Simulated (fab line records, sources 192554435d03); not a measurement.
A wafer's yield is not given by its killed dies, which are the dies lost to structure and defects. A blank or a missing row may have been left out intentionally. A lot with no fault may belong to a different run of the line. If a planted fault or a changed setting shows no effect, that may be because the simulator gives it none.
Comparing a struck lot with a sound one :: flow n5Finfet :: 29 out of 1938 route steps
Sound: wafers L237.2, L237.3, L237.5. Wafers L250.2, L250.3, L250.5 were the ones struck. The cause is given at the end.
Per side, at each step with rows, come the tool, then ch with its chambers, and then its first start. Under that, the readings that differ: sound wafers :: struck wafers :: difference of the means :: sigmas: that difference in standard deviations of wafers without a fault.
alike: same words and numbers on both sides, and readings whose means sit less than 2 such deviations apart. not compared: any withheld reading, any reading some wafer has no value for, any bound like >300 that may hide the same value, and any number with overlapping values for which the record gives no deviation.
Wherever a step has rows on one side only, a row that says differs or no value, or a row with sigmas, the two part there. Numbers that have no deviation but don't overlap get no sigmas and don't part them. A reading that every wafer of one side lacks parts them only if that side has two wafers or more.

first, 11 steps without rows for these wafers: N5_DUMMY_REMOVAL_STRIP_10 (strips in N2/H2, time 40 s); N5_DUMMY_REMOVAL_PRECLEAN_07 (cleans in dHF, time 30 s); N5_DUMMY_REMOVAL_DUMMY_REMOVE_02 (chemistry TMAH, target poly-Si, stops on SiO2, target depth 142 nm, time 57 s, rinse time 30 s); N5_DUMMY_REMOVAL_PRECLEAN_08 (cleans in NF3:NH3, afs cycles 2, time 20 s, sublimation time 60 s); N5_DUMMY_REMOVAL_PRECLEAN_04 (cleans in DHF, time 37 s); N5_DUMMY_REMOVAL_SRD_05 (time 30 s); N5_HKMG_FIN_IL_REGROW_00 (material SiO2, chemistry O3, target thk 0.75 nm, time 30 s); N5_HKMG_FIN_HK_ALD_01 (deposits HfO2, target thk 1.6 nm, pulse time 3 s, purge time 3 s); N5_HKMG_FIN_HK_ANNEAL_02 (time 30 s); N5_HKMG_FIN_ALD_74 (deposits La2O3, target thk 0.5 nm, pulse time 6 s, co reactant pulse time 1 s); N5_HKMG_FIN_ALD_75 (deposits Al2O3, target thk 1 nm, co reactant pulse time 1 s).
N5_HKMG_FIN_COAT_41: time 60 s, resist thk 300 nm.
  sound on lithoTrack-04 ch 0, day 5 15:09; struck on lithoTrack-04 ch 0, day 8 21:06
reading: spinSpeedRpm (rpm)
sound: 1500.6 1498.2 1498.7
struck: 1812.9 1812.2 1814.1
difference: +313.9
sigmas: +99 or more

reading: model.SOC_of_HKMG_FIN_COAT_41.thkNm (nm)
sound: 299.8 300.2 300.4
struck: 273 273.4 273.2
difference: -27
sigmas: 
then, 13 steps without rows for these wafers: N5_HKMG_FIN_COAT_42 (time 60 s, resist thk 35 nm); N5_HKMG_FIN_COAT_43 (resist thk 90 nm); N5_HKMG_FIN_EBR_45; N5_HKMG_FIN_SOFTBAKE_44 (time 60 s); N5_HKMG_FIN_EXPOSE_46 (exposes mask NDIPOLE); N5_HKMG_FIN_PEB_47 (peb time 60 s); N5_HKMG_FIN_DEVELOP_48 (develop time 30 s); N5_HKMG_FIN_DESCUM_53 (chemistry O2, time 7.9 s); N5_HKMG_FIN_ETCH_54 (etches SiARC in CF4, target depth 45.5 nm, time 75.8 s); N5_HKMG_FIN_ETCH_55 (etches SOC in N2/H2, target depth 240 nm, time 300 s); N5_HKMG_FIN_STRIP_56 (strips in N2/H2); N5_HKMG_FIN_STRIP_57 (strips in CF4); N5_HKMG_FIN_ETCH_58 (etches SOC in N2/H2, target depth 215.8 nm, time 741 s).
N5_HKMG_FIN_STRIP_93: strips SOC in N2/H2, time 20 s.
  sound on rieDiel-03 ch 0,1, day 5 16:12; struck on rieDiel-01 ch 0,3, day 8 22:17
reading: model.SOC_of_HKMG_FIN_COAT_41.thkNm (nm)
sound: 77 79.6 80.4
struck: 52.6 41.2 52.6
difference: -30.2
sigmas: 
  alike: drypumpMotorCurrentA, n2FlowSccm, oesProductAu, rfFwdPowerW, rfVppV, showerheadPlenumPTorr, throttleValvePct
  not compared: rfHoursCounterH
then, 1 step without rows for these wafers: N5_HKMG_FIN_WET_ETCH_76 (etches Al2O3 in dNH4OH, stops on La2O3, target depth 2.25 nm, rinse time 30 s).
-- a jump in the record: the struck wafers' starts before and after are 6 days apart (it breaks off in module HKMG_FIN and resumes in module BEOL_M4, where the first step shown is number 1111 of the route) --
N5_BEOL_M4_RC_MEAS_101:
  sound on prober-02 ch 0, day 11 20:35; struck on prober-01 ch 0, day 14 23:59
reading: VT_P (mV)
sound: -253 -254 -254
struck: -246 -247 -248
difference: +7
sigmas: +2
  alike: DIBL_N, DIBL_P, IOFF_N, IOFF_P, ION_N, ION_P, SS_N, SS_P, VT_N
-- a jump in the record: the struck wafers' starts before and after are 5 days apart (it breaks off in module BEOL_M4 and resumes in module PASSIVATION, where the first step shown is number 1936 of the route) --
N5_PASSIVATION_PROBE_49:
  sound on prober-01, day 16 03:43; struck on prober-01, day 19 13:22
reading: killedAtOther
sound: 1 0 0
struck: 6 8 7
difference: +7
sigmas: +2
  alike: defectLimitedYield, killed_at_M0_to_M3, killed_at_M4_up, killedAtContacts, killedAtFrontEnd, killedDies, killedOpen, killedShort, sort_bin_5_function, sort_bin_6_memory, sort_bin_8_speed, sortNPass, sortYieldPct

WHERE THEY PART
Earliest at N5_HKMG_FIN_COAT_41; latest, in this record, at N5_PASSIVATION_PROBE_49.

WHY: the cause the simulator had injected
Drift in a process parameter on lithoTrack-04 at N5_HKMG_FIN_COAT_41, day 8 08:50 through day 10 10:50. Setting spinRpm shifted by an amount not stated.
